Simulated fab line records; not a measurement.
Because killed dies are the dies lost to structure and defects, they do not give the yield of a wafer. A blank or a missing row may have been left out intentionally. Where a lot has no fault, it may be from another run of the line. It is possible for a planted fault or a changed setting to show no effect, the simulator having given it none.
Split-lot trial    flow n5-finfet    21 wafers read across 7 lots, on a route 1938 steps long

ON THE SPLIT
At N5_BEOL_M10_DESCUM_16 (chemistry O2, time 7.9 s), the setting time-s was moved away from the recipe's 7.9 s on 6 of the 21 wafers read, by -22.3% to +17.2%. For the rest of the wafers, this setting stayed at what the recipe calls for.

Split to reading: the file shows no intervening step.

THE READING
CAR-ArF_of_BEOL_M10_COAT_05.thk-nm (the simulator's own value, which no gauge read), in nm, at N5_BEOL_M10_ETCH_61 (etches SiARC in CF4, target depth 39 nm, time 65 s). The file gives no usual value for it. Here, 15 wafers ran the recipe; their average is 55.8 nm with a standard deviation of 0.32 nm.

wafer   tool, chamber at the split  time-s as run, s  against the recipe  CAR-ArF_of_BEOL_M10_COAT_05.thk-nm, nm  against lot-mates on the recipe
L083.1  rie-diel-02, 3,0,2          7.9               recipe              55.6                                    -
L083.3  rie-diel-02, 3,0,2          7.9               recipe              56.4                                    -
L083.6  rie-diel-02, 3,0,2          7.9               recipe              56                                      -
L085.1  rie-diel-02, 2,3            6.141             -22.3%              56.8                                    +1.2
L085.5  rie-diel-02, 0              7.9               recipe              55.6                                    -
L085.6  rie-diel-02, 2,3            6.141             -22.3%              56.6                                    +1.0
L086.2  rie-diel-04, 3              7.4               -6.3%               56.2                                    +0.3
L086.4  rie-diel-04, 3,2            7.9               recipe              55.8                                    -
L086.6  rie-diel-04, 3,2            7.9               recipe              56                                      -
L089.1  rie-diel-05, 1,0,1          7.9               recipe              55.8                                    -
L089.3  rie-diel-05, 1,0,1          7.9               recipe              56                                      -
L089.5  rie-diel-05, 1,0,1          7.9               recipe              56.2                                    -
L093.1  rie-diel-05, 3              7.9               recipe              55.6                                    -
L093.4  rie-diel-05, 2,1            9.255             +17.2%              54.8                                    -0.8
L093.6  rie-diel-05, 2,1            9.255             +17.2%              54.8                                    -0.8
L096.1  rie-diel-04, 3,2,2          7.9               recipe              55.6                                    -
L096.3  rie-diel-04, 3,2,2          7.9               recipe              55.8                                    -
L096.5  rie-diel-04, 3,2,2          7.9               recipe              56                                      -
L079.1  rie-diel-02, 3              7.355             -6.9%               55.8                                    +0.6
L079.2  rie-diel-02, 0,2            7.9               recipe              55.2                                    -
L079.3  rie-diel-02, 0,2            7.9               recipe              55.2                                    -
If several chambers appear in one row, that row covers several wafers at once and the file leaves open which wafer was in which chamber.

FIT RESULTS
A straight line over all 21 wafers: CAR-ArF_of_BEOL_M10_COAT_05.thk-nm changes by -0.0469 nm for each +1% of time-s; r = -0.82; the points scatter about the line by 0.3 nm.
The same after taking each lot's own level away (the mean of its wafers on the recipe; 21 wafers): -0.0492 nm for each +1%; r = -0.93; scatter 0.18 nm.
On that fit, the largest move of time-s shifts the reading by 1.1 nm.
The lots' own levels span 55.20 to 56.00 nm, that is 2.5 times the standard deviation above.
So the lot-to-lot level changes the slope little: the two slopes agree.
Check: with one of the wafers moved furthest among these (-22.3%) left out of the fit, the line predicts +1.07 nm for it against its lot-mates. It came out at +1.2 nm against them.

THE OTHER SPLITS THESE WAFERS WENT THROUGH
Note: prior to the reading, these wafers also went through further splits. Each is held against what the fit with the lots' levels taken away leaves over:
other split on the same wafers      wafers away from the commonest value  r with CAR-ArF_of_BEOL_M10_COAT_05.thk-nm (lot level and that fit taken away)
N5_BEOL_M9_COAT_05 spin-rpm         5                                     -0.19
N5_BEOL_M9_TRENCH_ETCH_37 source-w  4                                     -0.02

FILE'S OWN FIT
CAR-ArF_of_BEOL_M10_COAT_05.thk-nm changes by -0.0504 nm for each +1% of time-s, r = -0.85.
